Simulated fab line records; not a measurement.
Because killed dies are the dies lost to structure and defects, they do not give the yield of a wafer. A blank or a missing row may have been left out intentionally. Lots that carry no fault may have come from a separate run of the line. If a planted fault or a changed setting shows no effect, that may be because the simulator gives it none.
Problem report, 8D (eight disciplines) form, completed by code + flow nand harc + the parts of the form that need people (team, actions taken, sign-off) are left out

== 1. THE ISSUE ==
Wafers without a fault read 57, standard deviation 18; killed at array at NHARC_END_SORT_01 reads a mean of 671 on 6 wafers belonging to 2 lots. That is +34 standard deviations from the usual mean.
First seen on wafer L783.3, day 33 15:46, on prober-01. The record holds 6 wafers of 2 lots with a number at this step. Rule for "out", or "out of limits": more than 4 standard deviations from the usual mean. The rest of the wafers with a number are treated as sound.

== 2. WHAT IT IS, AND WHAT IT ISN'T ==
| question                    | is                           | is not                                     |
|-----------------------------|------------------------------|--------------------------------------------|
| which readings at this step | killed at array, killed dies | killed at other, killed open, killed short |
| which lots                  | L783, L785                   | -                                          |
| which wafers of those lots  | all that have a number       | -                                          |
| read on which gauges        | prober-01, prober-02         | -                                          |
| when                        | from day 33 15:46            | up to then (0 sound wafers)                |

== 3. THE SUSPECTS, EACH WITH WHAT RULES IT OUT ==
Counting: a tool stays on the suspect list if, at a process step up to the reading, it processed all lots that are out and no sound lot following the first of them.
- the gauge at NHARC_END_SORT_01: ruled out. Those wafers that are out were read across 2 gauges (prober-01, prober-02).
- rie diel-11 at NHARC_A_SGD_CUT_ETCH_58 (etches the open film in CF4, target depth 39 nm, time 65 s): kept. It ran every lot that is out, first L783 (day 28 11:33), and no sound lot after that.
- rie diel-11 at NHARC_A_SGD_CUT_ETCH_15 (etches the open film in CH3F/O2, target depth 75 nm, time 64.3 s): kept. It ran every lot that is out, first L783 (day 28 12:02), and no sound lot after that. NHARC_A_SGD_CUT_ETCH_15 gives no start for some lots, so the hours and the order of its lots are those of NHARC_A_SGD_CUT_ETCH_16.
- rie diel-11 at NHARC_A_SGD_CUT_ETCH_16 (etches the open film in C4F8/O2/Ar, target depth 310.5 nm, time 155.2 s): kept. It ran every lot that is out, first L783 (day 28 12:02), and no sound lot after that. Its own oes product au, rf fwd power W readings are out on those wafers.
Left after counting: rie diel-11 at NHARC_A_SGD_CUT_ETCH_58, rie diel-11 at NHARC_A_SGD_CUT_ETCH_15, rie diel-11 at NHARC_A_SGD_CUT_ETCH_16.

== 4. THE CAUSE (what the simulator had put in) ==
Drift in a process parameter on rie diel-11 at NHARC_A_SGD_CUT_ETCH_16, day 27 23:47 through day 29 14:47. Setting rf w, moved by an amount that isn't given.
After counting, 3 suspects remain, this tool included.

== 5. SEQUENCE OF EFFECTS, ordered by route ==
Each row: a reading whose mean over the struck wafers that have a number lies more than 3 standard deviations from the usual. Readings are gone through only where the record gives a usual standard deviation; hours: the median, over the lots, of the time from a lot's start at the first step in this table giving one to that lot's start at this step; sigmas: the change measured in usual standard deviations.
| hours | step                    | reading         | usual      | on struck wafers | change | sigmas      |
|-------|-------------------------|-----------------|------------|------------------|--------|-------------|
| 0     | NHARC_A_SGD_CUT_ETCH_16 | oes product au  | 0.975 a.u. | 1.232            | +0.257 | +18         |
| 0     | NHARC_A_SGD_CUT_ETCH_16 | rf fwd power W  | 597.3 W    | 838.1            | +240.8 | +99 or more |
| 126   | NHARC_END_SORT_01       | killed at array | 57         | 671              | +614   | +34         |
| 126   | NHARC_END_SORT_01       | killed dies     | 62         | 677              | +615   | +34         |
The process steps in it:
- NHARC_A_SGD_CUT_ETCH_16: etches the open film in C4F8/O2/Ar, target depth 310.5 nm, time 155.2 s.

== 6. HOW IT WOULD HAVE BEEN CAUGHT EARLIER ==
In this record the first reading out of limits at a measuring or inspecting step was taken at day 33 15:46, 136 hours after the fault began at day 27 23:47.
The tool's own readings at NHARC_A_SGD_CUT_ETCH_16 were out on every struck wafer that the step has a row for (oes product au, rf fwd power W): an alarm limit on them would have fired on the first of those.
By day 33 15:46, every lot that is out (2) had started NHARC_A_SGD_CUT_ETCH_16 on rie diel-11. Tool hold at that time: it would have spared none of them.
